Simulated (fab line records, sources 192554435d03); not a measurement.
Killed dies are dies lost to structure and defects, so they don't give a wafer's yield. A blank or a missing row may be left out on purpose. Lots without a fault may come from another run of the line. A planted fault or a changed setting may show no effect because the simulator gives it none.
Chamber matching | flow n5_finfet | N5_FIN_SAQP_STRIP_77 on rie_diel-02: 4 sister chambers
The step strips in N2/H2, time 90 s. 4 wafers are shown with their chamber, then 9 later ones without.

WAFERS WITH THEIR CHAMBER
wafer  | chamber | showerhead_plenum_p_Torr (Torr)
L087.6 | 3       | 3.35
L090.3 | 1       | 3.56
L090.4 | 2       | 3.50
L090.5 | 0       | 3.37

WAFERS WITHOUT THEIR CHAMBER
wafer  | showerhead_plenum_p_Torr (Torr)
L093.1 | 3.37
L093.4 | 3.50
L093.6 | 3.37
L096.3 | 3.37
L096.4 | 3.34
L096.5 | 3.50
L097.2 | 3.36
L097.3 | 3.34
L097.4 | 3.49

WHICH CHAMBER EACH WENT THROUGH
wafer  | from the rows above     | in truth
L093.1 | 0                       | 0
L093.4 | 2                       | 2
L093.6 | 0                       | 0
L096.3 | 0                       | 0
L096.4 | 3                       | 3
L096.5 | 2                       | 2
L097.2 | can't be placed: 3 or 0 | 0
L097.3 | 3                       | 3
L097.4 | 2                       | 2
Placed correctly: 8 of 9. Can't be placed from these rows: 1 (the true chamber is among the candidates in 1). Placed wrongly: 0.
How it was worked out, from the rows above alone: a wafer's distance from a chamber is the root of the sum, over the readings, of the square of ((its reading less the chamber's mean) divided by the reading's scatter). The wafer belongs to the nearest chamber; if the next one is less than 2 further off, it can't be placed. A chamber's mean is the mean of its shown wafers. The scatter: with one shown wafer a chamber, the root of the mean of the squares of how far each hidden wafer lies from its nearest shown one.
